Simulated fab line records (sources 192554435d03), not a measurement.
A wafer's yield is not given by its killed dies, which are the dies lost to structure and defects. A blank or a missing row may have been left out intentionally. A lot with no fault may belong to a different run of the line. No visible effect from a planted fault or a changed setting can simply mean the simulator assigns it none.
fab line records | flow n5_finfet
[record] lots = 6 | wafers = 18 | last_day = 16
route steps=1938 shown BEOL_M2@906 BEOL_M4@1111 PASSIVATION@1936
lots that met no fault: taken from a fault-free run of the same line
start_h: hours from the record's first day to the start of the lot's first wafer shown | wait_h: hours elapsed since this lot's preceding step | " repeats the value in the row above | L1.1+2: several wafers, shown together as one row | - no value present, or no start provided | * or withheld: withheld | < > ~ a bound
route shown NAME@n: a module of which the file shows steps, and the number in the route of the first | usual: average and standard deviation across the fault-free wafers | same: alike in all rows | chamber/n: place in a boat | sites: per-site readings | _std_site: standard deviation across them | _edge_site: outer sites' mean less inner sites' | radius_mm: how far each site lies from the wafer's centre | mask NAME#n: copy n | behind: the tool/chamber that last shaped the wafer | hold: why the lot went on hold/how many hours it stayed there/how the hold came to an end | device: which transistor (n, p or np) failed to switch | end of line: at the end of the route, the tests of the same wafers | step lacking rows: just its recipe | killed: not the wafer's yield, but the dies lost to structure and defects at the first sort | map: per-die view of a wafer (x killed, . not killed, _ where there is no die)
set.NAME: the setting as run; set.NAME@STEP: as run at that earlier step | model.NAME: the simulator's own value behind a step, which no gauge read
certain route steps with their lots: each step a table, each wafer a row
[[steps]]
[step N5_BEOL_M2_SPUTTER_79]
[recipe] material = Cu | target_thk_a = 45 | temp_c = -20 | chamber_pressure_pa = 0.07 | power_w = withheld | time_s = 8.29
[step N5_BEOL_M2_ANNEAL_80]
[recipe] temp_c = 400 | time_s = 240 | ambient = vacuum
[step N5_BEOL_M2_SPUTTER_81]
[recipe] material = Cu | target_thk_a = 45 | temp_c = -20 | chamber_pressure_pa = 0.07 | power_w = withheld | time_s = 8.29
[step N5_BEOL_M2_ANNEAL_82]
[recipe] temp_c = 400 | time_s = 240 | ambient = vacuum
[usual] heater_power_w = 911/130
lot.wafer | tool           | chamber | start_h | wait_h | heater_power_w
L366.3    | pvd_sputter-03 | -       | 177.53  | 0.0    | 682
L366.4    | "              | -       | "       | "      | 952
L366.6    | "              | -       | "       | "      | 960
L375.2    | pvd_sputter-03 | -       | 222.42  | 0.0    | 687
L375.3    | "              | -       | "       | "      | 957
L375.4    | "              | -       | "       | "      | 939
L376.1    | pvd_sputter-02 | -       | 225.69  | 0.0    | 930
L376.4    | "              | -       | "       | "      | 1140
L376.6    | "              | -       | "       | "      | 771
L380.3    | pvd_sputter-03 | -       | 248.92  | 0.0    | 934
L380.5    | "              | -       | "       | "      | 960
L380.6    | "              | -       | "       | "      | 792
L381.1    | pvd_sputter-02 | -       | 252.96  | 0.0    | 758
L381.3    | "              | -       | "       | "      | 914
L381.4    | "              | -       | "       | "      | 1145
L382.1    | pvd_sputter-01 | -       | 262.01  | 0.0    | 854
L382.2    | "              | -       | "       | "      | 1069
L382.6    | "              | -       | "       | "      | 822
[step N5_BEOL_M2_SPUTTER_86]
[recipe] material = Cu | target_thk_a = 45 | temp_c = -20 | chamber_pressure_pa = 0.07 | power_w = withheld | time_s = 8.29
[step N5_BEOL_M2_ANNEAL_87]
[recipe] temp_c = 400 | time_s = 240 | ambient = vacuum
[step N5_BEOL_M2_SPUTTER_88]
[recipe] material = Cu | target_thk_a = 45 | temp_c = -20 | chamber_pressure_pa = 0.07 | power_w = withheld | time_s = 8.29
[usual] chamber_pressure_pa = 0.07/0.00015 | chuck_gas_flow_sccm = 1.26/0.056 | substrate_temp_c = -20.00/0.11 | throttle_valve_pct = 30.2/1.1
lot.wafer | tool           | chamber | start_h | wait_h | chamber_pressure_pa | chuck_gas_flow_sccm | substrate_temp_c | throttle_valve_pct
L366.3    | pvd_sputter-03 | -       | 177.89  | 0.1    | 0.07003             | 1.28                | -20.03           | 30.3
L366.4    | "              | -       | "       | "      | 0.07011             | 1.21                | -19.87           | 31.7
L366.6    | "              | -       | "       | "      | 0.07017             | 1.24                | -19.97           | 29.3
L375.2    | pvd_sputter-03 | -       | 222.78  | 0.1    | 0.06979             | 1.34                | -20.04           | 30.4
L375.3    | "              | -       | "       | "      | 0.06988             | 1.24                | -20.11           | 29.2
L375.4    | "              | -       | "       | "      | 0.06997             | 1.34                | -19.87           | 31.9
L376.1    | pvd_sputter-02 | -       | 226.05  | 0.1    | 0.06988             | 1.28                | -19.78           | 31.6
L376.4    | "              | -       | "       | "      | 0.06996             | 1.30                | -19.78           | 29.0
L376.6    | "              | -       | "       | "      | 0.07                | 1.29                | -19.86           | 30.4
L380.3    | pvd_sputter-03 | -       | 249.28  | 0.1    | 0.07012             | 1.29                | -19.98           | 31.8
L380.5    | "              | -       | "       | "      | 0.07024             | 1.28                | -19.91           | 29.2
L380.6    | "              | -       | "       | "      | 0.07025             | 1.17                | -20.05           | 28.6
L381.1    | pvd_sputter-02 | -       | 253.32  | 0.1    | 0.07025             | 1.24                | -19.97           | 30.4
L381.3    | "              | -       | "       | "      | 0.06999             | 1.29                | -19.88           | 31.2
L381.4    | "              | -       | "       | "      | 0.06991             | 1.24                | -19.79           | 29.1
L382.1    | pvd_sputter-01 | -       | 262.37  | 0.1    | 0.07011             | 1.26                | -19.98           | 31.2
L382.2    | "              | -       | "       | "      | 0.06998             | 1.21                | -20.19           | 30.9
L382.6    | "              | -       | "       | "      | 0.07022             | 1.39                | -20.18           | 30.9
[step N5_BEOL_M2_ANNEAL_89]
[recipe] temp_c = 400 | time_s = 240 | ambient = vacuum
[usual] heater_power_w = 914/130
lot.wafer | tool           | chamber | start_h | wait_h | heater_power_w
L366.3    | pvd_sputter-03 | -       | 177.97  | 0.0    | 698
L366.4    | "              | -       | "       | "      | 938
L366.6    | "              | -       | "       | "      | 939
L375.2    | pvd_sputter-03 | -       | 222.86  | 0.0    | 689
L375.3    | "              | -       | "       | "      | 978
L375.4    | "              | -       | "       | "      | 927
L376.1    | pvd_sputter-02 | -       | 226.13  | 0.0    | 918
L376.4    | "              | -       | "       | "      | 1150
L376.6    | "              | -       | "       | "      | 763
L380.3    | pvd_sputter-03 | -       | 249.36  | 0.0    | 944
L380.5    | "              | -       | "       | "      | 954
L380.6    | "              | -       | "       | "      | 775
L381.1    | pvd_sputter-02 | -       | 253.40  | 0.0    | 788
L381.3    | "              | -       | "       | "      | 910
L381.4    | "              | -       | "       | "      | 1124
L382.1    | pvd_sputter-01 | -       | 262.45  | 0.0    | 850
L382.2    | "              | -       | "       | "      | 1072
L382.6    | "              | -       | "       | "      | 848
[step N5_BEOL_M2_SPUTTER_90]
[recipe] material = Cu | target_thk_a = 45 | temp_c = -20 | chamber_pressure_pa = 0.07 | power_w = withheld | time_s = 8.29
[usual] chamber_pressure_pa = 0.06999/0.00013 | chuck_gas_flow_sccm = 1.26/0.054 | substrate_temp_c = -20.00/0.12 | throttle_valve_pct = 30.2/1.1
lot.wafer | tool           | chamber | start_h | wait_h | chamber_pressure_pa | chuck_gas_flow_sccm | substrate_temp_c | throttle_valve_pct
L366.3    | pvd_sputter-03 | -       | 178.11  | 0.1    | 0.07019             | 1.28                | -19.98           | 30.3
L366.4    | "              | -       | "       | "      | 0.07004             | 1.36                | -20.09           | 31.9
L366.6    | "              | -       | "       | "      | 0.07007             | 1.18                | -19.88           | 29.2
L375.2    | pvd_sputter-03 | -       | 223.00  | 0.1    | 0.07006             | 1.32                | -20.14           | 30.1
L375.3    | "              | -       | "       | "      | 0.06995             | 1.28                | -19.98           | 29.2
L375.4    | "              | -       | "       | "      | 0.07004             | 1.19                | -20.15           | 31.7
L376.1    | pvd_sputter-02 | -       | 226.27  | 0.1    | 0.07031             | 1.17                | -19.98           | 31.6
L376.4    | "              | -       | "       | "      | 0.06984             | 1.36                | -19.97           | 29.1
L376.6    | "              | -       | "       | "      | 0.06998             | 1.23                | -19.84           | 30.2
L380.3    | pvd_sputter-03 | -       | 249.50  | 0.1    | 0.06998             | 1.22                | -19.92           | 31.7
L380.5    | "              | -       | "       | "      | 0.07                | 1.17                | -20.19           | 29.1
L380.6    | "              | -       | "       | "      | 0.06986             | 1.24                | -19.99           | 28.2
L381.1    | pvd_sputter-02 | -       | 253.54  | 0.1    | 0.06994             | 1.27                | -20.05           | 30.2
L381.3    | "              | -       | "       | "      | 0.06974             | 1.30                | -20.03           | 31.4
L381.4    | "              | -       | "       | "      | 0.07011             | 1.22                | -19.85           | 29.2
L382.1    | pvd_sputter-01 | -       | 262.59  | 0.1    | 0.06982             | 1.28                | -19.87           | 31.0
L382.2    | "              | -       | "       | "      | 0.06985             | 1.27                | -20.07           | 31.0
L382.6    | "              | -       | "       | "      | 0.07013             | 1.33                | -19.92           | 31.0
[step N5_BEOL_M2_ANNEAL_91]
[recipe] temp_c = 400 | time_s = 240 | ambient = vacuum
[step N5_BEOL_M2_SPUTTER_92]
[recipe] material = Cu | target_thk_a = 45 | temp_c = -20 | chamber_pressure_pa = 0.07 | power_w = withheld | time_s = 8.29
[step N5_BEOL_M2_ANNEAL_93]
[recipe] temp_c = 400 | time_s = 240 | ambient = vacuum
[step N5_BEOL_M2_SPUTTER_94]
[recipe] material = Cu | target_thk_a = 45 | temp_c = -20 | chamber_pressure_pa = 0.07 | power_w = withheld | time_s = 8.29
[usual] chamber_pressure_pa = 0.06998/0.00016 | chuck_gas_flow_sccm = 1.27/0.053 | substrate_temp_c = -20.00/0.11 | throttle_valve_pct = 30.2/1.1
lot.wafer | tool           | chamber | start_h | wait_h | chamber_pressure_pa | chuck_gas_flow_sccm | substrate_temp_c | throttle_valve_pct
L366.3    | pvd_sputter-03 | -       | 178.55  | 0.1    | 0.06999             | 1.32                | -20.05           | 30.1
L366.4    | "              | -       | "       | "      | 0.07006             | 1.37                | -19.93           | 31.6
L366.6    | "              | -       | "       | "      | 0.06978             | 1.28                | -19.90           | 29.0
L375.2    | pvd_sputter-03 | -       | 223.44  | 0.1    | -                   | -                   | -                | -
L375.3    | "              | -       | "       | "      | -                   | -                   | -                | -
L375.4    | "              | -       | "       | "      | -                   | -                   | -                | -
L376.1    | pvd_sputter-02 | -       | 226.71  | 0.1    | -                   | -                   | -                | -
L376.4    | "              | -       | "       | "      | -                   | -                   | -                | -
L376.6    | "              | -       | "       | "      | -                   | -                   | -                | -
L380.3    | pvd_sputter-03 | -       | 249.94  | 0.1    | 0.06999             | 1.33                | -19.91           | 31.7
L380.5    | "              | -       | "       | "      | 0.07004             | 1.30                | -20.09           | 29.2
L380.6    | "              | -       | "       | "      | 0.07007             | 1.20                | -20.00           | 28.3
L381.1    | pvd_sputter-02 | -       | 253.98  | 0.1    | 0.06999             | 1.20                | -19.92           | 30.5
L381.3    | "              | -       | "       | "      | 0.06983             | 1.35                | -20.02           | 31.6
L381.4    | "              | -       | "       | "      | 0.07002             | 1.36                | -19.90           | 29.0
L382.1    | pvd_sputter-01 | -       | 263.03  | 0.1    | 0.06984             | 1.29                | -20.13           | 30.9
L382.2    | "              | -       | "       | "      | 0.07003             | 1.25                | -20.10           | 31.1
L382.6    | "              | -       | "       | "      | 0.06983             | 1.38                | -19.97           | 30.9
[step N5_BEOL_M2_ANNEAL_95]
[recipe] temp_c = 400 | time_s = 240 | ambient = vacuum
[usual] heater_power_w = 912/130
lot.wafer | tool           | chamber | start_h | wait_h | heater_power_w
L366.3    | pvd_sputter-03 | -       | 178.63  | 0.0    | 683
L366.4    | "              | -       | "       | "      | 968
L366.6    | "              | -       | "       | "      | 958
L375.2    | pvd_sputter-03 | -       | 223.52  | 0.0    | 690
L375.3    | "              | -       | "       | "      | 979
L375.4    | "              | -       | "       | "      | 941
L376.1    | pvd_sputter-02 | -       | 226.79  | 0.0    | 916
L376.4    | "              | -       | "       | "      | 1152
L376.6    | "              | -       | "       | "      | 781
L380.3    | pvd_sputter-03 | -       | 250.02  | 0.0    | 956
L380.5    | "              | -       | "       | "      | 987
L380.6    | "              | -       | "       | "      | 761
L381.1    | pvd_sputter-02 | -       | 254.06  | 0.0    | 784
L381.3    | "              | -       | "       | "      | 917
L381.4    | "              | -       | "       | "      | 1136
L382.1    | pvd_sputter-01 | -       | 263.11  | 0.0    | 850
L382.2    | "              | -       | "       | "      | 1069
L382.6    | "              | -       | "       | "      | 832
[step N5_BEOL_M4_RC_MEAS_101]
[usual] DIBL_N = 35.8/1.8 | DIBL_P = 35.6/2 | IOFF_N = 0.148/0.028 | IOFF_P = 0.20/0.034 | ION_N = 672/12 | ION_P = 462/8.5 | SS_N = 71.2/0.65 | SS_P = 73.1/0.67 | VT_N = 251/3.3 | VT_P = -251/3.8
lot.wafer | tool      | chamber | start_h | wait_h | DIBL_N[mV/V] | DIBL_P[mV/V] | IOFF_N[nA/um] | IOFF_P[nA/um] | ION_N[uA/um] | ION_P[uA/um] | SS_N[mV/dec] | SS_P[mV/dec] | VT_N[mV] | VT_P[mV]
L366.3    | prober-01 | 0       | 199.54  | 0.3    | 35.2         | 36.5         | 0.132         | 0.17          | 638          | 442          | 71.7         | 72.6         | 254      | -257
L366.4    | "         | 0       | "       | "      | 31.6         | 32.8         | 0.093         | 0.13          | 660          | 455          | 70.1         | 71.9         | 256      | -259
L366.6    | "         | 0       | "       | "      | 34.8         | 36.1         | 0.130         | 0.17          | 670          | 458          | 70.1         | 72.0         | 254      | -256
L376.1    | prober-01 | 0       | 244.70  | 0.0    | 33.6         | 33.7         | 0.123         | 0.17          | 668          | 458          | 71.1         | 72.9         | 253      | -252
L376.4    | "         | 0       | "       | "      | 33.3         | 32.5         | 0.119         | 0.18          | 658          | 459          | 70.8         | 72.1         | 253      | -251
L376.6    | "         | 0       | "       | "      | 31.8         | 30.4         | 0.091         | 0.14          | 643          | 453          | 71.6         | 71.2         | 258      | -256
L375.2    | prober-02 | 0       | 247.29  | 0.2    | 37.1         | 34.5         | 0.157         | 0.23          | 663          | 457          | 72.2         | 73.5         | 252      | -246
L375.3    | "         | 0       | "       | "      | 35.9         | 34.3         | 0.142         | 0.22          | 660          | 462          | 72.0         | 72.5         | 252      | -248
L375.4    | "         | 0       | "       | "      | 39.8         | 38.4         | 0.235         | 0.31          | 694          | 472          | 73.0         | 74.0         | 245      | -246
L380.3    | prober-01 | 0       | 267.62  | 0.3    | 37.0         | 37.7         | 0.157         | 0.21          | 676          | 463          | 71.7         | 73.4         | 250      | -252
L380.5    | "         | 0       | "       | "      | 37.7         | 38.0         | 0.160         | 0.20          | 668          | 460          | 71.7         | 74.1         | 251      | -251
L380.6    | "         | 0       | "       | "      | 36.9         | 36.7         | 0.158         | 0.19          | 673          | 455          | 72.4         | 73.3         | 250      | -253
L381.1    | prober-02 | 0       | 273.76  | 0.0    | 34.3         | 33.8         | 0.113         | 0.16          | 658          | 452          | 70.9         | 72.3         | 258      | -257
L381.3    | "         | 0       | "       | "      | 33.6         | 33.0         | 0.107         | 0.14          | 659          | 453          | 70.2         | 71.4         | 256      | -256
L381.4    | "         | 0       | "       | "      | 38.4         | 39.4         | 0.190         | 0.24          | 689          | 467          | 71.5         | 73.6         | 249      | -251
L382.1    | prober-02 | 0       | 282.93  | 0.0    | 37.1         | 35.0         | 0.162         | 0.19          | 674          | 450          | 71.5         | 73.4         | 251      | -253
L382.2    | "         | 0       | "       | "      | 37.5         | 35.6         | 0.165         | 0.20          | 670          | 454          | 71.8         | 73.2         | 252      | -251
L382.6    | "         | 0       | "       | "      | 37.9         | 36.2         | 0.174         | 0.20          | 669          | 453          | 71.5         | 73.8         | 252      | -251
[step N5_PASSIVATION_PROBE_49]
[usual] defect_limited_yield = 91.3/1.5 | killed_at_M0_to_M3 = 34/11 | killed_at_M4_up = 14/6.1 | killed_at_contacts = 12/5.9 | killed_at_front_end = 39/11 | killed_at_other = 4/3.3 | killed_dies = 102/18 | killed_open = 67/13 | killed_short = 33/7.9 | sort_bin_5_function = 5.1/1 | sort_bin_6_memory = 3.3/0.7 | sort_bin_8_speed = 0.1/0.69 | sort_n_pass = 1077/19 | sort_yield_pct = 91.3/1.6
[same] gross_dies = 1180 | killed_at_back_side = 0 | sort_bin_4_leakage[%] = 0
lot.wafer | tool      | chamber | start_h | wait_h | defect_limited_yield[%] | killed_at_M0_to_M3 | killed_at_M4_up | killed_at_contacts | killed_at_front_end | killed_at_other | killed_dies | killed_open | killed_short | sort_bin_5_function[%] | sort_bin_6_memory[%] | sort_bin_8_speed[%] | sort_n_pass | sort_yield_pct[%]
L376.1    | prober-01 | -       | 343.61  | 0.0    | 92.1                    | 33                 | 19              | 8                  | 30                  | 3               | 93          | 59          | 27           | 4.4                    | 3.2                  | 0                   | 1087        | 92.1
L376.4    | prober-01 | -       | 343.76  | 0.2    | 90.2                    | 40                 | 20              | 11                 | 39                  | 6               | 116         | 74          | 37           | 5.8                    | 3.7                  | 0                   | 1064        | 90.2
L376.6    | prober-01 | -       | 343.86  | 0.3    | 91.0                    | 31                 | 24              | 9                  | 31                  | 11              | 106         | 68          | 31           | 5.8                    | 3.0                  | 0.1                 | 1073        | 90.9
L375.2    | prober-02 | -       | 348.25  | 0.1    | 93.1                    | 27                 | 11              | 8                  | 32                  | 4               | 82          | 48          | 30           | 4.7                    | 1.9                  | 0                   | 1098        | 93.1
L375.3    | prober-02 | -       | 348.30  | 0.1    | 91.2                    | 35                 | 14              | 6                  | 36                  | 13              | 104         | 63          | 32           | 4.8                    | 3.6                  | 0                   | 1076        | 91.2
L375.4    | prober-02 | -       | 348.35  | 0.2    | 90.7                    | 46                 | 12              | 6                  | 38                  | 8               | 110         | 71          | 29           | 5.8                    | 3.1                  | 0                   | 1070        | 90.7
L381.1    | prober-01 | -       | 382.61  | 0.0    | 89.5                    | 55                 | 17              | 7                  | 40                  | 5               | 124         | 93          | 29           | 7.5                    | 2.8                  | 0                   | 1056        | 89.5
L381.3    | prober-01 | -       | 382.71  | 0.1    | 89.2                    | 50                 | 14              | 17                 | 44                  | 2               | 127         | 80          | 45           | 7.3                    | 3.4                  | 0                   | 1053        | 89.2
L381.4    | prober-01 | -       | 382.76  | 0.2    | 93.4                    | 19                 | 16              | 9                  | 31                  | 3               | 78          | 54          | 21           | 4.0                    | 2.4                  | 0                   | 1102        | 93.4
// killed by level:class
L376.1 BEOL_M4:geometric_particle:open=10 BEOL_M0_SAQP:geometric_particle:short=9 FIN_SAQP:geometric_particle:open=8 MOL_CONTACT_COAG:geometric_particle:open=8 BEOL_M0_SAQP:geometric_particle:open=7 STI_FIN_REVEAL:geometric_particle:open=5 BEOL_M3:geometric_particle:open=5 FIN_SAQP:geometric_particle:short=3
L376.4 FIN_SAQP:geometric_particle:open=11 BEOL_M3:geometric_particle:open=11 BEOL_M0_SAQP:geometric_particle:short=9 MOL_CONTACT_COAG:geometric_particle:open=9 FIN_SAQP:geometric_particle:short=8 BEOL_M0_SAQP:geometric_particle:open=8 BEOL_M4:geometric_particle:open=6 BEOL_M5:geometric_particle:open=5
L376.6 BEOL_M3:geometric_particle:open=11 BEOL_M4:geometric_particle:open=10 FIN_SAQP:geometric_particle:open=6 BEOL_M2:interface_void_opened=6 MOL_CONTACT_COAG:geometric_particle:open=6 BEOL_M2:geometric_particle:open=5 DUMMY_GATE:geometric_particle:open=4 GATE_CUT:geometric_particle:short=4
L375.2 STI_FIN_REVEAL:geometric_particle:open=9 BEOL_M3:geometric_particle:open=9 MOL_CONTACT_COAG:geometric_particle:open=6 STI_FIN_REVEAL:geometric_particle:short=4 ILD0:geometric_particle:short=4 BEOL_M4:geometric_particle:open=4 BEOL_M2:interface_void_opened=4 FIN_SAQP:geometric_particle:short=3
L375.3 STI_FIN_REVEAL:geometric_particle:open=13 BEOL_M0_SAQP:geometric_particle:short=11 BEOL_M0_SAQP:geometric_particle:open=9 BEOL_M2:interface_void_opened=6 FIN_SAQP:geometric_particle:open=5 MOL_CONTACT_COAG:geometric_particle:open=5 FIN_SAQP:geometric_particle:short=4 BEOL_M3:geometric_particle:open=4
L375.4 STI_FIN_REVEAL:geometric_particle:open=15 BEOL_M0_SAQP:geometric_particle:short=9 BEOL_M2:interface_void_opened=9 BEOL_M3:geometric_particle:open=8 BEOL_M0_SAQP:geometric_particle:open=7 FIN_SAQP:geometric_particle:open=6 MOL_CONTACT_COAG:geometric_particle:open=5 BEOL_M1:geometric_particle:open=5
L381.1 BEOL_M3:geometric_particle:open=29 BEOL_M2:geometric_particle:open=11 FIN_SAQP:geometric_particle:short=7 STI_FIN_REVEAL:geometric_particle:open=7 DUMMY_GATE:geometric_particle:open=6 MOL_CONTACT_COAG:geometric_particle:open=6 STARTING-WAFER:geometric_particle:open=5 BEOL_M1:geometric_particle:open=5
L381.3 MOL_CONTACT_COAG:geometric_particle:open=15 FIN_SAQP:geometric_particle:short=12 BEOL_M1:geometric_particle:open=11 BEOL_M0_SAQP:geometric_particle:open=9 BEOL_M4:geometric_particle:open=9 DUMMY_GATE:geometric_particle:open=8 BEOL_M2:geometric_particle:open=8 BEOL_M0_SAQP:geometric_particle:short=7
L381.4 MOL_CONTACT_COAG:geometric_particle:open=8 FIN_SAQP:geometric_particle:open=7 BEOL_M2:geometric_particle:open=7 FIN_SAQP:geometric_particle:short=6 STI_FIN_REVEAL:geometric_particle:open=6 DUMMY_GATE:geometric_particle:open=5 BEOL_M2:geometric_particle:short=3 BEOL_M4:geometric_particle:open=3
[[key]]
[first_sign] step = N5_BEOL_M2_SPUTTER_94 | reading = tool_record | direction = missing
effect none on later readings
met_at N5_BEOL_M2_SPUTTER_94
struck_wafers L375.2,L375.3,L375.4,L376.1,L376.4,L376.6
onset_between 178.55 223.44
[fault] kind = skipped_step_whole | tool = pvd_sputter-02,pvd_sputter-03 | chamber = - | onset_h = 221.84 | steps = N5_BEOL_M2_SPUTTER_94 | scope = struck_lots_only
